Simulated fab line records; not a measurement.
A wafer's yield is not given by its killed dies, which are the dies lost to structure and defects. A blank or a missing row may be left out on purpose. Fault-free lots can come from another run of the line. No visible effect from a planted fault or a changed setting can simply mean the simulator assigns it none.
Which tool is to blame?	flow nand_harc	Sampling: 11 lots, 33 wafers, 3 of 1159 route steps

WHAT THE GAUGES READ, wafer by wafer
NHARC_A_BONDPAD_CD_MEAS_09: target cd 500 nm. Usual: cd_nm reads 499.0 nm (standard deviation 2.6).
lot	measured	on	cd_nm (nm)	flag
L626	day 18 01:24	cd_sem-01	499.7 500.5 502.6	
L629	day 18 04:51	cd_sem-03	493.3 495.3 500.4	
L631	day 18 08:29	cd_sem-01	495.0 499.5 499.9	
L633	day 19 15:19	cd_sem-02	498.7 497.6 497.7	
L632	day 20 08:24	cd_sem-03	500.1 494.9 492.8	
L639	day 22 05:01	cd_sem-03	496.9 495.7 497.7	
L640	day 22 10:47	cd_sem-01	492.6 490.7 490.6	
L643	day 22 22:04	cd_sem-01	496.6 501.5 497.2	
L645	day 23 09:59	cd_sem-02	501.3 495.7 496.9	
L648	day 23 16:50	cd_sem-03	499.0 497.9 503.1	
L649	day 24 09:13	cd_sem-01	501.2 502.9 496.7	

TOOL THAT RAN EACH LOT (tool first, then ch and the chambers of the sampled wafers, then the start)
lot	NHARC_A_M1_PRE_CLEAN_32	NHARC_A_BONDPAD_EXPOSE_06
L626	pecvd-04 ch 0,1,2, day 17 23:32	krf_scanner-03 ch 0, day 18 01:15
L629	pecvd-02 ch 0,1, day 18 03:00	krf_scanner-01 ch 0, day 18 04:42
L631	pecvd-02 ch 0,1,2, day 18 06:29	krf_scanner-01 ch 0, day 18 08:20
L633	pecvd-01 ch 0,1,2, day 19 13:29	krf_scanner-01 ch 0, day 19 15:10
L632	pecvd-02 ch 0,1,2, day 20 06:32	krf_scanner-02 ch 0, day 20 08:15
L639	pecvd-02 ch 0,1,2, day 22 03:11	krf_scanner-02 ch 0, day 22 04:52
L640	pecvd-01 ch 0,2, day 22 08:57	krf_scanner-01 ch 0, day 22 10:38
L643	pecvd-01 ch 0,1,2, day 22 20:14	krf_scanner-03 ch 0, day 22 21:56
L645	pecvd-02 ch 0,1,2, day 23 08:16	krf_scanner-03 ch 0, day 23 09:50
L648	pecvd-02 ch 0,1,2, day 23 15:08	krf_scanner-03 ch 0, day 23 16:41
L649	pecvd-02 ch 0,1,2, day 24 07:28	krf_scanner-02 ch 0, day 24 09:03
- NHARC_A_M1_PRE_CLEAN_32: time 12 s.
- NHARC_A_BONDPAD_EXPOSE_06: exposes mask A BPAD.

WHAT THE TOOLS THEMSELVES READ (means of the sampled wafers that have a number; where no wafer has one, the mark that the record gives instead)
NHARC_A_M1_PRE_CLEAN_32. Usual: heater_power_w reads 612 W (standard deviation 53).
lot	tool	heater_power_w (W)	flag
L626	pecvd-04	626	
L629	pecvd-02	672	
L631	pecvd-02	638	
L633	pecvd-01	601	
L632	pecvd-02	612	
L639	pecvd-02	623	
L640	pecvd-01	579	
L643	pecvd-01	616	
L645	pecvd-02	655	
L648	pecvd-02	637	
L649	pecvd-02	637	

NHARC_A_BONDPAD_EXPOSE_06. Usual: exposure_dose_mJ_cm2 reads 37.2 (standard deviation 0.31).
lot	tool	exposure_dose_mJ_cm2	flag
L626	krf_scanner-03	37.6	
L629	krf_scanner-01	37.0	
L631	krf_scanner-01	37.0	
L633	krf_scanner-01	36.9	
L632	krf_scanner-02	36.9	
L639	krf_scanner-02	36.9	
L640	krf_scanner-01	24.9	OFF
L643	krf_scanner-03	37.6	
L645	krf_scanner-03	37.6	
L648	krf_scanner-03	37.6	
L649	krf_scanner-02	36.9	

THE ANSWER, worked out from the rows above alone
Rule: a lot is off if the mean of its wafers that have a number lies more than 3 standard deviations from the usual mean. Also off: a lot with no number at a reading for which 4 or more lots have one. Any other lot the step has rows for is counted as sound. After the gauges, taken in route order, come the tools' own readings; for these a lot's mean is taken, as printed above. At the first step where some lot is off, the reading lying furthest off is the one used; lots without a number count as furthest.
Off: L640, at NHARC_A_BONDPAD_EXPOSE_06 (exposure_dose_mJ_cm2).
A tool fits if, at that step or a process step before it, it ran every lot that is off, and no sound lot after the first of them. One candidate fits, namely krf_scanner-01 at NHARC_A_BONDPAD_EXPOSE_06. A fault onset in the window from L633 (day 19 15:10, its last sound lot) to L640 (day 22 10:38, its first lot off) fits.
On the lots that are off, the tool's own readings at NHARC_A_BONDPAD_EXPOSE_06 differ by more than 5 times the standard deviation of the sound lots' means, which bears it out; exposure_dose_mJ_cm2 reads 24.9 there versus 37.2 on the sound lots.

WHAT THE SIMULATOR HAD INSERTED
Process parameters drifting: krf_scanner-01 at NHARC_A_BONDPAD_EXPOSE_06, beginning at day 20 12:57. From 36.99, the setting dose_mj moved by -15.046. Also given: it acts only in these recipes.
Shown lots that were struck: L640. The rule above found the same.
